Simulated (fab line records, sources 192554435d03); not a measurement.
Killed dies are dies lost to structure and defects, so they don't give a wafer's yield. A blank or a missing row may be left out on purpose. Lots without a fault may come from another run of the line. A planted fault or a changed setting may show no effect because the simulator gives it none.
Chamber matching | flow n5_finfet | N5_BEOL_M8_STRIP_19 on rie_diel-01: 4 sister chambers
The step strips in O2. 4 wafers are shown with their chamber, then 11 later ones without.

WAFERS WITH THEIR CHAMBER
wafer  | chamber | drypump_motor_current_A (A)
L081.5 | 1       | 5.9
L086.5 | 0       | 5.3
L086.6 | 2       | 6.0
L089.3 | 3       | 5.7

WAFERS WITHOUT THEIR CHAMBER
wafer  | drypump_motor_current_A (A)
L089.4 | 5.3
L089.5 | 6.1
L092.2 | 5.9
L092.5 | 5.9
L092.6 | 5.3
L094.1 | 5.3
L094.2 | 5.6
L094.3 | 5.9
L095.2 | 5.9
L095.3 | 5.2
L095.6 | 5.6

WHICH CHAMBER EACH WENT THROUGH
wafer  | from the rows above     | in truth
L089.4 | 0                       | 0
L089.5 | can't be placed: 2 or 1 | 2
L092.2 | can't be placed: 1 or 2 | 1
L092.5 | can't be placed: 1 or 2 | 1
L092.6 | 0                       | 0
L094.1 | 0                       | 0
L094.2 | 3                       | 3
L094.3 | can't be placed: 1 or 2 | 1
L095.2 | can't be placed: 1 or 2 | 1
L095.3 | 0                       | 0
L095.6 | 3                       | 3
Placed correctly: 6 of 11. Can't be placed from these rows: 5 (the true chamber is among the candidates in 5). Placed wrongly: 0.
How it was worked out, from the rows above alone: a wafer's distance from a chamber is the root of the sum, over the readings, of the square of ((its reading less the chamber's mean) divided by the reading's scatter). The wafer belongs to the nearest chamber; if the next one is less than 2 further off, it can't be placed. A chamber's mean is the mean of its shown wafers. The scatter: with one shown wafer a chamber, the root of the mean of the squares of how far each hidden wafer lies from its nearest shown one.
